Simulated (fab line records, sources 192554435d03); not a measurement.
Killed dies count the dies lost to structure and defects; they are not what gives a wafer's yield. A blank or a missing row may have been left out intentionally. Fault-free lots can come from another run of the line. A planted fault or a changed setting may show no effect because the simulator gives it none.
fab line records -- flow n5Finfet
record lots=11, wafers=33, lastDay=17
route steps=1938 shown BEOL_M5@1180 BEOL_M6@1194 PASSIVATION@1936
lots untouched by any fault: they come from a run of this same line in which no faults occurred
startH: the number of hours between the record's first day and the start of the first shown wafer of the lot -- waitH: hours since the lot's step before -- " identical to the entry in the row above -- L1.1+2: one row covering several wafers at once -- - no value present, or no start provided -- * or withheld: withheld -- < > ~ a bound
route shown NAME@n: NAME is a module with steps in the file, n the number in the route of the first one -- usual: average and standard deviation across the fault-free wafers -- same: alike in all rows -- chamber/n: place in a boat -- sites: the reading at each site -- _std_site: how widely they spread, as a standard deviation -- _edge_site: outer sites' mean less inner sites' -- radiusMm: how far each site lies from the wafer's centre -- mask NAME#n: copy n -- behind: the tool/chamber that last shaped the wafer -- hold: why the lot was held/for how many hours/how that ended -- device: whichever transistor did not switch (one of n, p or np) -- end of line: the route-end tests of the same wafers -- a step with no rows: only its recipe -- killed: dies lost to structure and defects at the first sort, not the wafer's yield -- map: a wafer's dies, x killed, . not, _ none there
set.NAME: the setting that was run; set.NAME@STEP: the one run at that earlier step -- model.NAME: the simulator's own value behind a step, which no gauge read
route steps across a sampled set of lots; one table per step, one row per wafer
services: a tool's chamber out of use, with start hour (startH, from the record's first day; less than 0 if before it), hours out, and reason
## steps
# step N5_BEOL_M5_ANNEAL_84
# recipe tempC=400, timeS=1800, ambient=vacuum
# usual heaterPowerW=857/110
lot.wafer,tool,chamber,startH,waitH,heaterPowerW
L280.1,pvdSputter-03,-,173.79,0.0,879
L280.4,pvdSputter-03,-,173.79,0.0,765
L280.5,pvdSputter-03,-,173.79,0.0,870
L279.1,pvdSputter-02,-,179.70,0.0,775
L279.3,pvdSputter-02,-,179.70,0.0,682
L279.6,pvdSputter-02,-,179.70,0.0,1043
L282.3,pvdSputter-03,-,191.52,0.0,847
L282.4,pvdSputter-03,-,191.52,0.0,746
L282.6,pvdSputter-03,-,191.52,0.0,756
L283.1,pvdSputter-01,-,196.87,0.0,997
L283.3,pvdSputter-01,-,196.87,0.0,851
L283.5,pvdSputter-01,-,196.87,0.0,867
L286.4,pvdSputter-01,-,224.80,0.0,771
L286.5,pvdSputter-01,-,224.80,0.0,850
L286.6,pvdSputter-01,-,224.80,0.0,924
L293.1,pvdSputter-03,-,266.64,0.0,888
L293.3,pvdSputter-03,-,266.64,0.0,740
L293.4,pvdSputter-03,-,266.64,0.0,825
L296.2,pvdSputter-01,-,272.90,0.0,772
L296.5,pvdSputter-01,-,272.90,0.0,991
L296.6,pvdSputter-01,-,272.90,0.0,773
L297.1,pvdSputter-02,-,278.48,0.0,680
L297.4,pvdSputter-02,-,278.48,0.0,1051
L297.6,pvdSputter-02,-,278.48,0.0,997
L300.1,pvdSputter-03,-,303.47,0.0,752
L300.2,pvdSputter-03,-,303.47,0.0,830
L300.4,pvdSputter-03,-,303.47,0.0,732
L301.2,pvdSputter-03,-,308.54,0.0,843
L301.4,pvdSputter-03,-,308.54,0.0,736
L301.5,pvdSputter-03,-,308.54,0.0,834
L302.1,pvdSputter-02,-,309.85,0.0,688
L302.2,pvdSputter-02,-,309.85,0.0,794
L302.5,pvdSputter-02,-,309.85,0.0,775
# step N5_BEOL_M5_RS_MEAS_57
# recipe thkMeasGauge=four-point-probe, reads=Co_of_BEOL_M5_CO_CAP_78+Cu_of_BEOL_M5_ECD_50+Co_of_BEOL_M5_CVD_47+TaN_of_BEOL_M5_ALD_86
# usual M5_RS=0.387/0.01
lot.wafer,tool,chamber,startH,waitH,M5_RS[ohm/sq]
L280.1,filmMetro-02,-,177.17,0.1,0.392
L280.4,filmMetro-02,-,177.17,0.1,0.392
L280.5,filmMetro-02,-,177.17,0.1,0.394
L279.1,filmMetro-02,-,182.85,0.0,0.388
L279.3,filmMetro-02,-,182.85,0.0,0.404
L279.6,filmMetro-02,-,182.85,0.0,0.387
L282.3,filmMetro-02,-,194.78,0.1,0.384
L282.4,filmMetro-02,-,194.78,0.1,0.390
L282.6,filmMetro-02,-,194.78,0.1,0.393
L283.1,filmMetro-01,-,200.02,0.0,0.375
L283.3,filmMetro-01,-,200.02,0.0,0.392
L283.5,filmMetro-01,-,200.02,0.0,0.382
L286.4,filmMetro-02,-,230.49,0.0,0.404
L286.5,filmMetro-02,-,230.49,0.0,0.378
L286.6,filmMetro-02,-,230.49,0.0,0.393
L293.1,filmMetro-02,-,269.80,0.0,0.370
L293.3,filmMetro-02,-,269.80,0.0,0.378
L293.4,filmMetro-02,-,269.80,0.0,0.382
L296.2,filmMetro-02,-,276.05,0.1,0.382
L296.5,filmMetro-02,-,276.05,0.1,0.378
L296.6,filmMetro-02,-,276.05,0.1,0.390
L297.1,filmMetro-01,-,281.65,0.0,0.378
L297.4,filmMetro-01,-,281.65,0.0,0.393
L297.6,filmMetro-01,-,281.65,0.0,0.388
L300.1,filmMetro-01,-,306.77,0.0,0.376
L300.2,filmMetro-01,-,306.77,0.0,0.398
L300.4,filmMetro-01,-,306.77,0.0,0.392
L301.2,filmMetro-02,-,311.68,0.1,0.386
L301.4,filmMetro-02,-,311.68,0.1,0.402
L301.5,filmMetro-02,-,311.68,0.1,0.407
L302.1,filmMetro-01,-,313.06,0.0,0.395
L302.2,filmMetro-01,-,313.06,0.0,0.394
L302.5,filmMetro-01,-,313.06,0.0,0.386
# step N5_BEOL_M6_ILD_DEP_00
# recipe material=SiCOH_lowk, targetThkA=1797.5, tempC=300, precursor=DEMS/porogen, pressureTorr=5, rfW=500, timeS=33.4
# usual heaterPowerW=361/62, rfFwdPowerW=495.4/1.8, showerheadPlenumPTorr=5.738/0.014, throttleValvePct=13.7/0.54
lot.wafer,tool,chamber,startH,waitH,heaterPowerW,rfFwdPowerW,showerheadPlenumPTorr,throttleValvePct
L280.1,pecvd-01,0,177.23,0.0,374,494.6,5.735,13.8
L280.4,pecvd-01,0,177.23,0.0,366,496.6,5.730,13.6
L280.5,pecvd-01,1,177.23,0.0,365,495.3,5.720,13.7
L279.1,pecvd-04,2,182.91,0.0,321,497.0,5.737,13.8
L279.3,pecvd-04,0,182.91,0.0,499,496.9,5.745,13.7
L279.6,pecvd-04,1,182.91,0.0,299,493.1,5.726,14.1
L282.3,pecvd-04,0,194.84,0.0,456,494.0,5.760,13.6
L282.4,pecvd-04,0,194.84,0.0,469,494.8,5.752,13.8
L282.6,pecvd-04,1,194.84,0.0,332,499.0,5.729,14.3
L283.1,pecvd-01,1,200.08,0.0,367,495.8,5.716,13.6
L283.3,pecvd-01,0,200.08,0.0,327,495.6,5.743,13.8
L283.5,pecvd-01,2,200.08,0.0,343,493.3,5.738,12.8
L286.4,pecvd-03,2,230.57,0.1,321,495.9,5.776,13.8
L286.5,pecvd-03,1,230.57,0.1,302,494.6,5.760,13.6
L286.6,pecvd-03,0,230.57,0.1,240,494.7,5.732,14.6
L293.1,pecvd-01,0,269.86,0.0,384,496.9,5.759,13.7
L293.3,pecvd-01,1,269.86,0.0,377,494.2,5.740,13.8
L293.4,pecvd-01,1,269.86,0.0,380,492.7,5.738,14.1
L296.2,pecvd-04,2,276.11,0.0,375,497.5,5.752,13.0
L296.5,pecvd-04,1,276.11,0.0,326,495.7,5.716,13.9
L296.6,pecvd-04,0,276.11,0.0,423,494.0,5.739,13.9
L297.1,pecvd-01,0,281.71,0.0,357,499.0,5.729,14.0
L297.4,pecvd-01,2,281.71,0.0,348,495.4,5.759,12.9
L297.6,pecvd-01,1,281.71,0.0,343,491.1,5.738,13.9
L300.1,pecvd-03,0,306.84,0.0,265,493.2,5.719,14.2
L300.2,pecvd-03,1,306.84,0.0,286,494.6,5.732,13.8
L300.4,pecvd-03,0,306.84,0.0,275,495.2,5.730,14.3
L301.2,pecvd-04,1,311.75,0.0,307,494.1,5.725,14.1
L301.4,pecvd-04,1,311.75,0.0,304,494.4,5.727,14.0
L301.5,pecvd-04,0,311.75,0.0,490,495.4,5.754,14.2
L302.1,pecvd-04,0,313.12,0.0,495,494.4,5.750,14.1
L302.2,pecvd-04,2,313.12,0.0,390,492.3,5.746,12.8
L302.5,pecvd-04,2,313.12,0.0,403,495.4,5.744,12.5
# step N5_BEOL_M6_THK_MEAS_01
# recipe reads=SiCOH_lowk_of_BEOL_M6_ILD_DEP_00
# usual M6_ILD_THK=155.2/2.2
lot.wafer,tool,chamber,startH,waitH,M6_ILD_THK[nm]
L280.1,filmMetro-01,-,177.81,0.4,155.2
L280.4,filmMetro-01,-,177.81,0.4,157.9
L280.5,filmMetro-01,-,177.81,0.4,156.9
L279.1,filmMetro-02,-,183.49,0.4,154.2
L279.3,filmMetro-02,-,183.49,0.4,155.4
L279.6,filmMetro-02,-,183.49,0.4,156.0
L282.3,filmMetro-01,-,195.42,0.3,156.3
L282.4,filmMetro-01,-,195.42,0.3,159.4
L282.6,filmMetro-01,-,195.42,0.3,158.5
L283.1,filmMetro-02,-,200.66,0.4,153.3
L283.3,filmMetro-02,-,200.66,0.4,153.2
L283.5,filmMetro-02,-,200.66,0.4,154.4
L286.4,filmMetro-01,-,231.13,0.2,157.2
L286.5,filmMetro-01,-,231.13,0.2,158.3
L286.6,filmMetro-01,-,231.13,0.2,157.5
L293.1,filmMetro-02,-,270.44,0.4,165.8
L293.3,filmMetro-02,-,270.44,0.4,164.8
L293.4,filmMetro-02,-,270.44,0.4,154.3
L296.2,filmMetro-01,-,276.69,0.4,154.1
L296.5,filmMetro-01,-,276.69,0.4,155.8
L296.6,filmMetro-01,-,276.69,0.4,157.0
L297.1,filmMetro-01,-,282.29,0.4,164.6
L297.4,filmMetro-01,-,282.29,0.4,153.9
L297.6,filmMetro-01,-,282.29,0.4,152.7
L300.1,filmMetro-02,-,307.41,0.4,151.8
L300.2,filmMetro-02,-,307.41,0.4,153.9
L300.4,filmMetro-02,-,307.41,0.4,155.3
L301.2,filmMetro-02,-,312.32,0.4,155.2
L301.4,filmMetro-02,-,312.32,0.4,157.7
L301.5,filmMetro-02,-,312.32,0.4,159.5
L302.1,filmMetro-01,-,313.70,0.4,154.4
L302.2,filmMetro-01,-,313.70,0.4,154.2
L302.5,filmMetro-01,-,313.70,0.4,156.5
# step N5_BEOL_M6_PECVD_70
# recipe material=SiO2, targetThkA=200, tempC=400, precursor=TEOS/O2, pressureTorr=5.5, rfW=450, teosFlowSccm=53.8, gas=O2, flowSccm=3000, timeS=22.7
# usual heaterPowerW=783/120, rfFwdPowerW=445.4/1.5, showerheadPlenumPTorr=8.78/0.048, throttleValvePct=22.1/0.87
lot.wafer,tool,chamber,startH,waitH,heaterPowerW,rfFwdPowerW,showerheadPlenumPTorr,throttleValvePct
L280.1,pecvd-03,1,177.85,0.0,613,444.8,8.85,22.4
L280.4,pecvd-03,0,177.85,0.0,701,445.9,8.71,23.3
L280.5,pecvd-03,0,177.85,0.0,683,446.9,8.70,23.3
L279.1,pecvd-04,2,183.53,0.0,736,445.4,8.81,21.6
L279.3,pecvd-04,0,183.53,0.0,959,445.5,8.83,22.0
L279.6,pecvd-04,1,183.53,0.0,731,446.9,8.72,22.6
L282.3,pecvd-01,1,195.45,0.0,842,445.1,8.75,22.0
L282.4,pecvd-01,2,195.45,0.0,759,446.3,8.78,20.6
L282.6,pecvd-01,0,195.45,0.0,839,448.0,8.78,22.2
L283.1,pecvd-04,2,200.70,0.0,741,444.0,8.80,22.1
L283.3,pecvd-04,0,200.70,0.0,1036,446.0,8.80,22.3
L283.5,pecvd-04,2,200.70,0.0,763,444.5,8.79,22.0
L286.4,pecvd-03,2,231.18,0.1,781,446.4,8.89,22.0
L286.5,pecvd-03,0,231.18,0.1,599,443.8,8.72,23.4
L286.6,pecvd-03,1,231.18,0.1,621,444.2,8.79,22.2
L293.1,pecvd-04,2,270.48,0.0,784,444.7,8.79,20.2
L293.3,pecvd-04,1,270.48,0.0,683,447.6,8.70,22.9
L293.4,pecvd-04,0,270.48,0.0,956,443.0,8.80,22.3
L296.2,pecvd-03,0,276.73,0.0,663,446.7,8.71,23.7
L296.5,pecvd-03,1,276.73,0.0,648,444.7,8.83,22.6
L296.6,pecvd-03,2,276.73,0.0,788,446.9,8.88,21.9
L297.1,pecvd-04,0,282.33,0.0,929,444.3,8.81,22.3
L297.4,pecvd-04,1,282.33,0.0,634,445.4,8.71,23.0
L297.6,pecvd-04,2,282.33,0.0,861,444.9,8.79,20.3
L300.1,pecvd-04,1,307.45,0.0,728,446.7,8.73,22.7
L300.2,pecvd-04,2,307.45,0.0,868,444.6,8.81,20.3
L300.4,pecvd-04,1,307.45,0.0,729,446.5,8.73,22.9
L301.2,pecvd-01,0,312.36,0.0,720,444.8,8.74,22.1
L301.4,pecvd-01,1,312.36,0.0,786,444.6,8.75,22.4
L301.5,pecvd-01,0,312.36,0.0,704,446.9,8.80,22.5
L302.1,pecvd-04,0,313.74,0.0,985,444.7,8.78,22.5
L302.2,pecvd-04,2,313.74,0.0,847,443.2,8.79,20.1
L302.5,pecvd-04,1,313.74,0.0,750,446.7,8.72,22.7
# step N5_PASSIVATION_PROBE_49
# usual defectLimitedYield=91.3/1.3, killed_at_M0_to_M3=33/8.9, killed_at_M4_up=15/5.4, killedAtContacts=13/5.8, killedAtFrontEnd=39/9.9, killedAtOther=3.2/2.9, killedDies=102/15, killedOpen=68/12, killedShort=34/7.6, sort_bin_4_leakage=0.00/0.007, sort_bin_5_function=5.1/0.89, sort_bin_6_memory=3.2/0.63, sortNPass=1078/15, sortYieldPct=91.3/1.3
# same grossDies=1180, killedAtBackSide=0, sort_bin_8_speed[%]=0
lot.wafer,tool,chamber,startH,waitH,defectLimitedYield[%],killed_at_M0_to_M3,killed_at_M4_up,killedAtContacts,killedAtFrontEnd,killedAtOther,killedDies,killedOpen,killedShort,sort_bin_4_leakage[%],sort_bin_5_function[%],sort_bin_6_memory[%],sortNPass,sortYieldPct[%]
L293.1,prober-02,-,357.20,0.0,90.3,36,15,10,44,10,115,78,37,0,4.6,4.9,1065,90.3
L293.3,prober-02,-,357.30,0.1,91.6,26,28,7,32,6,99,61,38,0,4.7,3.4,1081,91.6
L293.4,prober-02,-,357.35,0.2,91.3,33,19,15,29,7,103,63,39,0,4.7,3.3,1077,91.3
# killed by level:class
L293.1 FIN_SAQP:geometricParticle:open=17 FIN_SAQP:geometricParticle:short=10 MOL_CONTACT_COAG:geometricParticle:open=9 BEOL_M4:geometricParticle:open=9 BEOL_M1:geometricParticle:open=8 BEOL_M2:geometricParticle:open=8 BEOL_M0_SAQP:geometricParticle:short=6 MIM_TOP_ETCH:geometricParticle:open=6
L293.3 BEOL_M4:geometricParticle:open=14 FIN_SAQP:geometricParticle:short=8 MOL_CONTACT_COAG:geometricParticle:open=7 BEOL_M0_SAQP:geometricParticle:open=6 FIN_SAQP:geometricParticle:open=5 DUMMY_GATE:geometricParticle:short=5 BEOL_M7:geometricParticle:open=5 STARTING-WAFER:geometricParticle:short=5
L293.4 MOL_CONTACT_COAG:geometricParticle:open=11 BEOL_M0_SAQP:geometricParticle:open=11 BEOL_M1:geometricParticle:open=8 BEOL_M4:geometricParticle:open=8 FIN_SAQP:geometricParticle:open=6 FIN_SAQP:geometricParticle:short=6 BEOL_M0_SAQP:geometricParticle:short=6 GATE_CUT:geometricParticle:short=6
## services
tool,chamber,startH,hours,kind
pvdSputter-01,-,164.86,1.5,repair
pecvd-03,0,170.64,5.5,scheduledDown
pecvd-04,2,172.95,2.1,scheduledDown
pecvd-03,2,176.33,5.5,scheduledDown
pecvd-03,-,181.09,1.8,repair
pvdSputter-02,-,187.05,3.7,repair
pecvd-04,1,199.60,5.5,scheduledDown
pecvd-03,-,199.99,14.6,pm
pecvd-04,2,205.34,-,clean
pecvd-04,2,205.34,-,consumableReplace:showerhead
pecvd-04,2,205.34,29.0,scheduledDown
pecvd-04,2,205.34,29.0,ventCycle
pecvd-03,1,272.89,2.1,scheduledDown
pecvd-01,1,274.01,5.5,scheduledDown
## key
firstSign step=N5_BEOL_M6_THK_MEAS_01, reading=M6_ILD_THK, direction=up, sigmas=4.5, usual=155.2, struck=165.1
effect none on later readings
metAt N5_BEOL_M6_ILD_DEP_00
struckLots L293,L297
struckWafers L293.1,L293.3,L297.1
notActingAt N5_BEOL_M5_ANNEAL_84,N5_BEOL_M5_RS_MEAS_57,N5_BEOL_M6_PECVD_70
onsetBetween 200.08 269.86
fault kind=processParameterDrift, tool=pecvd-01, chamber=-, onsetH=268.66, steps=N5_BEOL_M6_ILD_DEP_00, channel=timeS, offset=*, shape=step, endH=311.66, scope=struckWafersOnly, actsIn=*, stated=*
